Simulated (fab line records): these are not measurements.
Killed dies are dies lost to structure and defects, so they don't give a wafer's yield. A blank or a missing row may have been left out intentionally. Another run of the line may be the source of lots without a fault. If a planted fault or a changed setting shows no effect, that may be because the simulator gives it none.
fab line records ; flow n5Finfet
[record] lots = 7; wafers = 21
route steps=1938 shown BEOL_M14@1753 BEOL_M15@1808 PASS1_CAP@1874 PASSIVATION@1930
startH: hours from the record's first day to the start of the lot's first wafer shown ; waitH: how many hours have passed since the lot's step before this one ; " repeats the value in the row above ; L1.1+2: several wafers, shown together as one row ; - no value present, or no start provided ; * or withheld: withheld ; < > ~ a bound
route shown NAME@n: NAME is a module with steps in the file, n the number in the route of the first one ; usual: the fault-free wafers' mean and standard deviation ; same: alike in all rows ; chamber/n: place in a boat ; sites: readings site by site ; _std_site: the values' standard deviation ; _edge_site: outer sites' mean less inner sites' ; radiusMm: how far each site lies from the wafer's centre ; mask NAME#n: copy n ; behind: the last tool/chamber to shape the wafer ; hold: the reason the lot was held/the length of the hold in hours/how it ended ; device: whichever transistor did not switch (one of n, p or np) ; end of line: the tests these same wafers got at the end of their route ; a step with no rows: only its recipe ; killed: the dies lost at the first sort to structure and to defects; this is not the yield of the wafer ; map: the dies of a wafer, with x for killed, . for not killed, _ for no die there
set.NAME: the setting as run; set.NAME@STEP: as run at that earlier step ; model.NAME: the simulator's own value behind a step, which no gauge read
lots run with intentionally changed settings; tables by step, rows by wafer
[[steps]]
[step N5_BEOL_M14_TRENCH_ETCH_34]
[recipe] chemistry = C4F8/O2/Ar; target = SiO2; targetDepthA = 5566.5; maskMaterial = SOC; heInnerTorr = 15; heOuterTorr = 30; timeS = 126.9; ionEnergyEv = 800; pressureMtorr = 20; sourceW = 1905; biasW = 2040; Ar_flow_sccm = 400; C4F8_flow_sccm = 16; O2_flow_sccm = 12
[usual] rfVppV = 2225/37
lot.wafer;tool;chamber;startH;waitH;set.biasW;rfVppV
L074.1;rieDiel-06;2;260.40;0.0;2040;2173
L074.4;rieDiel-06;2;260.40;0.0;2040;2171
L074.5;rieDiel-06;0;260.40;0.0;2040;2283
L076.1;rieDiel-06;3;273.16;0.0;2040;2193
L076.2;rieDiel-06;0;273.16;0.0;2040;2282
L076.3;rieDiel-06;1;273.16;0.0;2040;2290
L078.2;rieDiel-01;1;277.13;0.0;1845;2038
L078.3;rieDiel-01;0;277.13;0.0;2040;2225
L078.6;rieDiel-01;2;277.13;0.0;2040;2237
L077.1;rieDiel-01;3;283.07;0.0;2040;2257
L077.3;rieDiel-01;0;283.07;0.0;2040;2228
L077.6;rieDiel-01;2;283.07;0.0;2040;2238
L081.1;rieDiel-03;3;308.14;0.0;2040;2199
L081.3;rieDiel-03;2;308.14;0.0;1868;2055
L081.4;rieDiel-03;2;308.14;0.0;1868;2054
L085.1;rieDiel-06;3;320.74;0.0;2040;2192
L085.4;rieDiel-06;3;320.74;0.0;2317;2396
L085.5;rieDiel-06;0;320.74;0.0;2317;2490
L088.1;rieDiel-03;0;357.72;0.0;2040;2243
L088.2;rieDiel-03;1;357.72;0.0;1747;1993
L088.3;rieDiel-03;2;357.72;0.0;2040;2186
[step N5_BEOL_M14_SPUTTER_43]
[recipe] material = TaN; targetThkA = 150; tempC = 50; biasV = 168.6; powerW = 15000; chamberPressurePa = 0.12; timeS = 24.19
lot.wafer;tool;chamber;startH;waitH;set.powerW;model.TaN_of_BEOL_M14_SPUTTER_43.thkNm
L074.1+5;pvdSputter-03;-;263.83;0.0;15000;15.2
L074.4;pvdSputter-03;-;263.83;0.0;15950;16.2
L076.1+2+3;pvdSputter-01;-;274.75;0.0;15000;15
L078.2;pvdSputter-02;-;279.95;0.0;15000;15.2
L078.3;pvdSputter-02;-;279.95;0.0;17010;17
L078.6;pvdSputter-02;-;279.95;0.0;15000;15.4
L077.1;pvdSputter-02;-;284.11;0.0;17090;17.2
L077.3;pvdSputter-02;-;284.11;0.0;17090;16.8
L077.6;pvdSputter-02;-;284.11;0.0;15000;14.8
L081.1;pvdSputter-01;-;308.78;0.0;15000;15.2
L081.3+4;pvdSputter-01;-;308.78;0.0;16890;17.2
L085.1+4;pvdSputter-02;-;324.17;0.0;15000;15.4
L085.5;pvdSputter-02;-;324.17;0.0;12990;13
L088.1;pvdSputter-03;-;359.07;0.0;13870;14
L088.2;pvdSputter-03;-;359.07;0.0;15000;15.2
L088.3;pvdSputter-03;-;359.07;0.0;15000;15.4
[step N5_BEOL_M15_ETCH_61]
[recipe] chemistry = N2/H2; target = BARC; targetDepthA = 890; overetchA = 267; timeS = 67.9; ionEnergyEv = 200; pressureMtorr = 30; sourceW = 840; biasW = 150; n2FlowSccm = 200; h2FlowSccm = 200
lot.wafer;tool;chamber;startH;waitH;set.timeS;model.coat_of_BEOL_M15_COAT_22.thkNm
L074.1;rieDiel-05;2;267.50;0.0;67.9;717.2
L074.4;rieDiel-05;3;267.50;0.0;59.75;725.6
L074.5;rieDiel-05;2;267.50;0.0;59.75;725.2
L076.1;rieDiel-05;3;279.77;0.0;67.9;712.6
L076.2;rieDiel-05;1;279.77;0.0;67.9;711.8
L076.3;rieDiel-05;2;279.77;0.0;67.9;716.4
L078.2;rieDiel-05;2;283.71;0.0;67.9;719.8
L078.3;rieDiel-05;1;283.71;0.0;67.9;715.6
L078.6;rieDiel-05;2;283.71;0.0;67.9;718.6
L077.1;rieDiel-02;2;287.63;0.0;56.31;727.4
L077.3;rieDiel-02;1;287.63;0.0;67.9;719.8
L077.6;rieDiel-02;0;287.63;0.0;67.9;717.8
L081.1;rieDiel-04;1;312.38;0.0;67.9;717.6
L081.3;rieDiel-04;2;312.38;0.0;67.9;718.2
L081.4;rieDiel-04;3;312.38;0.0;67.9;718.8
L085.1;rieDiel-02;2;327.91;0.0;58.98;732.2
L085.4;rieDiel-02;1;327.91;0.0;67.9;722.2
L085.5;rieDiel-02;2;327.91;0.0;67.9;722
L088.1;rieDiel-05;2;363.04;0.0;67.9;717.6
L088.2;rieDiel-05;0;363.04;0.0;67.9;716.2
L088.3;rieDiel-05;1;363.04;0.0;57.56;726
[step N5_BEOL_M15_TRENCH_ETCH_34]
[recipe] chemistry = C4F8/O2/Ar; target = SiO2; targetDepthA = 8729.3; heInnerTorr = 15; heOuterTorr = 30; timeS = 199; ionEnergyEv = 800; pressureMtorr = 20; sourceW = 1905; biasW = 2040; Ar_flow_sccm = 400; C4F8_flow_sccm = 16; O2_flow_sccm = 12
lot.wafer;tool;chamber;startH;waitH;set.timeS;model.etch.depthNm;model.coat_of_BEOL_M15_COAT_22.thkNm
L074.1;rieDiel-05;2;267.56;0.0;199;864.3;541.2
L074.4;rieDiel-05;3;267.56;0.0;199;876.3;545.6
L074.5;rieDiel-05;2;267.56;0.0;199;865.8;548.8
L076.1;rieDiel-05;3;279.83;0.0;199;875.1;532.8
L076.2;rieDiel-05;1;279.83;0.0;199;883.2;535
L076.3;rieDiel-05;2;279.83;0.0;199;859.7;541.2
L078.2;rieDiel-05;2;283.76;0.0;199;864.8;543.6
L078.3;rieDiel-05;1;283.76;0.0;199;884.4;538.4
L078.6;rieDiel-05;2;283.76;0.0;178.5;777.2;560.2
L077.1;rieDiel-02;2;287.68;0.0;234.1;1002;524.6
L077.3;rieDiel-02;1;287.68;0.0;199;857.3;548.6
L077.6;rieDiel-02;0;287.68;0.0;234.1;1038;512.2
L081.1;rieDiel-04;1;312.43;0.0;199;889.1;541.6
L081.3;rieDiel-04;2;312.43;0.0;199;873.9;543.4
L081.4;rieDiel-04;3;312.43;0.0;199;877.2;544.8
L085.1;rieDiel-02;2;327.96;0.0;232.9;1000;529.8
L085.4;rieDiel-02;1;327.96;0.0;199;859.8;550.4
L085.5;rieDiel-02;2;327.96;0.0;199;852.3;549.6
L088.1;rieDiel-05;2;363.09;0.0;167;729.8;568.8
L088.2;rieDiel-05;0;363.09;0.0;167;724.6;572
L088.3;rieDiel-05;1;363.09;0.0;199;889;548
[step N5_BEOL_M15_STRIP_36]
[recipe] chemistry = O2; powerW = 600; tempC = 60; pressureMtorr = 30; rfFrequencyHz = 6e+07; biasPowerW = 0; overashFraction = 0.3; o2FlowSccm = 225
[step N5_BEOL_M15_ECD_47]
[recipe] material = Cu; targetThkA = 18600
[step N5_BEOL_M15_ANNEAL_48]
[recipe] tempC = 225; timeS = 90; ambient = N2
[step N5_BEOL_M15_CMP_49]
[recipe] stopOn = SiO2; tOverpolishS = 4.9; downForcePsi = 2; platenRpm = 80; clearingPlatenDownForcePsi = 2; clearingPlatenRpm = 80; postCmpClean = cuAlkaline; targetThkNm = 850; clearingPlatenPadVelocityMS = 1.5917; padVelocityMS = 1.5917
lot.wafer;tool;chamber;startH;waitH;set.timeS@BEOL_M15_TRENCH_ETCH_34;model.Cu_of_BEOL_M15_ECD_47.thkNm
L074.4;cmp-02;2;272.17;0.2;199;852.8
L074.1;cmp-02;3;272.17;0.2;199;843.2
L074.5;cmp-02;2;272.17;0.2;199;842.2
L076.2;cmp-01;1;283.88;0.2;199;860.6
L076.1;cmp-01;3;283.88;0.2;199;852.2
L076.3;cmp-01;0;283.88;0.2;199;836.6
L078.3;cmp-01;2;286.73;0.2;199;860
L078.2;cmp-01;0;286.73;0.2;199;840.2
L078.6;cmp-01;2;286.73;0.2;178.5;753
L077.3;cmp-04;3;293.90;0.2;199;833.8
L077.1;cmp-04;0;293.90;0.2;234.1;978.6
L077.6;cmp-04;3;293.90;0.2;234.1;1015
L081.3;cmp-02;1;316.30;0.2;199;850.8
L081.1;cmp-02;3;316.30;0.2;199;867
L081.4;cmp-02;0;316.30;0.2;199;852.8
L085.4;cmp-04;1;334.55;0.2;199;836.8
L085.1;cmp-04;3;334.55;0.2;232.9;975
L085.5;cmp-04;1;334.55;0.2;199;829.2
L088.2;cmp-02;3;368.63;0.2;167;702.6
L088.1;cmp-02;0;368.63;0.2;167;703.8
L088.3;cmp-02;1;368.63;0.2;199;865.8
[step N5_BEOL_M15_THK_MEAS_50]
[recipe] thkMeasGauge = xrf; reads = Cu_of_BEOL_M15_ECD_47
[usual] M15_THK = 827/14
lot.wafer;tool;chamber;startH;waitH;set.timeS@BEOL_M15_TRENCH_ETCH_34;M15_THK[nm]
L074.1;filmMetro-02;-;272.43;-;199;822
L074.4;filmMetro-02;-;272.43;-;199;832
L074.5;filmMetro-02;-;272.43;-;199;825
L076.1;filmMetro-02;-;284.17;-;199;847
L076.2;filmMetro-02;-;284.17;-;199;852
L076.3;filmMetro-02;-;284.17;-;199;833
L078.2;filmMetro-01;-;286.98;-;199;820
L078.3;filmMetro-01;-;286.98;-;199;832
L078.6;filmMetro-01;-;286.98;-;178.5;733
L077.1;filmMetro-02;-;294.19;-;234.1;963
L077.3;filmMetro-02;-;294.19;-;199;820
L077.6;filmMetro-02;-;294.19;-;234.1;997
L081.1;filmMetro-02;-;316.59;-;199;841
L081.3;filmMetro-02;-;316.59;-;199;826
L081.4;filmMetro-02;-;316.59;-;199;826
L085.1;filmMetro-02;-;334.81;-;232.9;958
L085.4;filmMetro-02;-;334.81;-;199;826
L085.5;filmMetro-02;-;334.81;-;199;819
L088.1;filmMetro-01;-;368.92;-;167;684
L088.2;filmMetro-01;-;368.92;-;167;684
L088.3;filmMetro-01;-;368.92;-;199;842
[step N5_BEOL_M15_PRE_CLEAN_52]
[recipe] gas = NH3; timeS = 15; tempC = withheld; rfPowerW = 300
[step N5_BEOL_M15_DEP_53]
[recipe] material = SiCN; targetThkA = 500; tempC = withheld; precursor = 3MS/NH3; pressureTorr = 3; rfW = 675; timeS = 17.8
[step N5_BEOL_M15_RS_MEAS_54]
[recipe] thkMeasGauge = four-point-probe; reads = Cu_of_BEOL_M15_ECD_47+Ta_of_BEOL_M15_SPUTTER_44+TaN_of_BEOL_M15_SPUTTER_43
[usual] M15_RS = 0.0217/0.00036
lot.wafer;tool;chamber;startH;waitH;set.timeS@BEOL_M15_TRENCH_ETCH_34;M15_RS[ohm/sq]
L074.1;filmMetro-02;-;272.56;0.0;199;0.0217
L074.4;filmMetro-02;-;272.56;0.0;199;0.0215
L074.5;filmMetro-02;-;272.56;0.0;199;0.0217
L076.1;filmMetro-02;-;284.30;0.0;199;0.0215
L076.2;filmMetro-02;-;284.30;0.0;199;0.0213
L076.3;filmMetro-02;-;284.30;0.0;199;0.0219
L078.2;filmMetro-02;-;287.11;0.1;199;0.0218
L078.3;filmMetro-02;-;287.11;0.1;199;0.0213
L078.6;filmMetro-02;-;287.11;0.1;178.5;0.0244
L077.1;filmMetro-02;-;294.35;0.1;234.1;0.0187
L077.3;filmMetro-02;-;294.35;0.1;199;0.0219
L077.6;filmMetro-02;-;294.35;0.1;234.1;0.0180
L081.1;filmMetro-01;-;316.72;0.0;199;0.0211
L081.3;filmMetro-01;-;316.72;0.0;199;0.0215
L081.4;filmMetro-01;-;316.72;0.0;199;0.0215
L085.1;filmMetro-01;-;334.94;0.0;232.9;0.0187
L085.4;filmMetro-01;-;334.94;0.0;199;0.0219
L085.5;filmMetro-01;-;334.94;0.0;199;0.0221
L088.1;filmMetro-02;-;369.05;0.0;167;0.0261
L088.2;filmMetro-02;-;369.05;0.0;167;0.0262
L088.3;filmMetro-02;-;369.05;0.0;199;0.0211
[step N5_PASSIVATION_PECVD_01]
[recipe] material = SiNx; targetThkA = 2000; tempC = 400; precursor = SiH4/NH3/N2; pressureTorr = 4.9; rfW = 1406; timeS = 43.2
lot.wafer;tool;chamber;startH;waitH;set.timeS;model.SiNx_of_PASSIVATION_PECVD_01.thkNm
L074.1;pecvd-04;0;279.88;0.0;47.63;220
L074.4;pecvd-04;2;279.88;0.0;47.63;221
L074.5;pecvd-04;1;279.88;0.0;43.2;204.6
L076.1;pecvd-01;0;295.02;0.0;43.2;201.4
L076.2;pecvd-01;1;295.02;0.0;43.2;199.8
L076.3;pecvd-01;2;295.02;0.0;43.2;201.2
L078.2;pecvd-04;0;295.87;0.0;43.2;198.4
L078.3;pecvd-04;0;295.87;0.0;43.2;204
L078.6;pecvd-04;1;295.87;0.0;43.2;200.8
L077.1;pecvd-04;2;299.41;0.0;38.48;176.2
L077.3;pecvd-04;1;299.41;0.0;38.48;177.8
L077.6;pecvd-04;2;299.41;0.0;43.2;201.6
L081.1;pecvd-03;0;321.94;0.0;43.2;198.4
L081.3;pecvd-03;1;321.94;0.0;49.6;228.2
L081.4;pecvd-03;0;321.94;0.0;43.2;201
L085.1;pecvd-03;1;340.69;0.0;43.2;200
L085.4;pecvd-03;1;340.69;0.0;37.67;177.8
L085.5;pecvd-03;2;340.69;0.0;43.2;203
L088.1;pecvd-01;2;376.97;0.0;43.2;200.6
L088.2;pecvd-01;0;376.97;0.0;46.7;216.4
L088.3;pecvd-01;1;376.97;0.0;46.7;217.2
[step N5_PASSIVATION_ETCH_54]
[recipe] chemistry = CHF3/O2; target = SiO2; targetDepthA = 8800; CHF3_flow_sccm = 50; O2_flow_sccm = 5; Ar_flow_sccm = 200; timeS = 440; maskMaterial = PR; pressureMtorr = 30; sourceW = 650; biasW = 170; ionEnergyEv = 200
[usual] rfVppV = 523/8.9
lot.wafer;tool;chamber;startH;waitH;set.biasW;rfVppV
L074.1;rieDiel-01;2;285.51;0.1;157.4;495
L074.4;rieDiel-01;0;285.51;0.1;170;523
L074.5;rieDiel-01;3;285.51;0.1;157.4;500
L076.1;rieDiel-03;0;300.22;0.1;170;531
L076.2;rieDiel-03;3;300.22;0.1;170;518
L076.3;rieDiel-03;2;300.22;0.1;170;513
L078.2;rieDiel-01;1;303.77;0.1;150.1;465
L078.3;rieDiel-01;2;303.77;0.1;150.1;476
L078.6;rieDiel-01;0;303.77;0.1;170;522
L077.1;rieDiel-01;3;306.76;0.1;193.3;591
L077.3;rieDiel-01;2;306.76;0.1;193.3;584
L077.6;rieDiel-01;0;306.76;0.1;170;525
L081.1;rieDiel-03;0;327.27;0.1;142.3;460
L081.3;rieDiel-03;1;327.27;0.1;142.3;454
L081.4;rieDiel-03;3;327.27;0.1;170;516
L085.1;rieDiel-01;2;345.14;0.1;170;527
L085.4;rieDiel-01;0;345.14;0.1;170;524
L085.5;rieDiel-01;0;345.14;0.1;170;524
L088.1;rieDiel-01;0;383.67;0.1;194.5;584
L088.2;rieDiel-01;2;383.67;0.1;170;527
L088.3;rieDiel-01;3;383.67;0.1;170;533
[[key]]
[split] step = N5_BEOL_M14_TRENCH_ETCH_34; setting = biasW; stated = 2040; by = wafer
[response] step = N5_BEOL_M14_TRENCH_ETCH_34; reading = rfVppV; change = +17.4; per = 1%; r = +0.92
[split] step = N5_BEOL_M14_SPUTTER_43; setting = powerW; stated = 15000; by = wafer
[response] step = N5_BEOL_M14_SPUTTER_43; reading = model.TaN_of_BEOL_M14_SPUTTER_43.thkNm; change = +0.157; per = 1%; r = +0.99
[split] step = N5_BEOL_M15_ETCH_61; setting = timeS; stated = 67.9; by = wafer
[response] step = N5_BEOL_M15_ETCH_61; reading = model.coat_of_BEOL_M15_COAT_22.thkNm; change = -0.615; per = 1%; r = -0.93
[split] step = N5_BEOL_M15_TRENCH_ETCH_34; setting = timeS; stated = 199; by = wafer
[response] step = N5_BEOL_M15_TRENCH_ETCH_34; reading = model.etch.depthNm; change = +9.24; per = 1%; r = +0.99
[response] step = N5_BEOL_M15_TRENCH_ETCH_34; reading = model.coat_of_BEOL_M15_COAT_22.thkNm; change = -1.49; per = 1%; r = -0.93
[response] step = N5_BEOL_M15_CMP_49; reading = model.Cu_of_BEOL_M15_ECD_47.thkNm; change = +9.23; per = 1%; r = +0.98
[response] step = N5_BEOL_M15_THK_MEAS_50; reading = M15_THK; change = +8.94; per = 1%; r = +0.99
[response] step = N5_BEOL_M15_RS_MEAS_54; reading = M15_RS; change = -0.000236; per = 1%; r = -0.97
[split] step = N5_PASSIVATION_PECVD_01; setting = timeS; stated = 43.2; by = wafer
[response] step = N5_PASSIVATION_PECVD_01; reading = model.SiNx_of_PASSIVATION_PECVD_01.thkNm; change = +1.91; per = 1%; r = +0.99
[split] step = N5_PASSIVATION_ETCH_54; setting = biasW; stated = 170; by = wafer
[response] step = N5_PASSIVATION_ETCH_54; reading = rfVppV; change = +3.99; per = 1%; r = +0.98
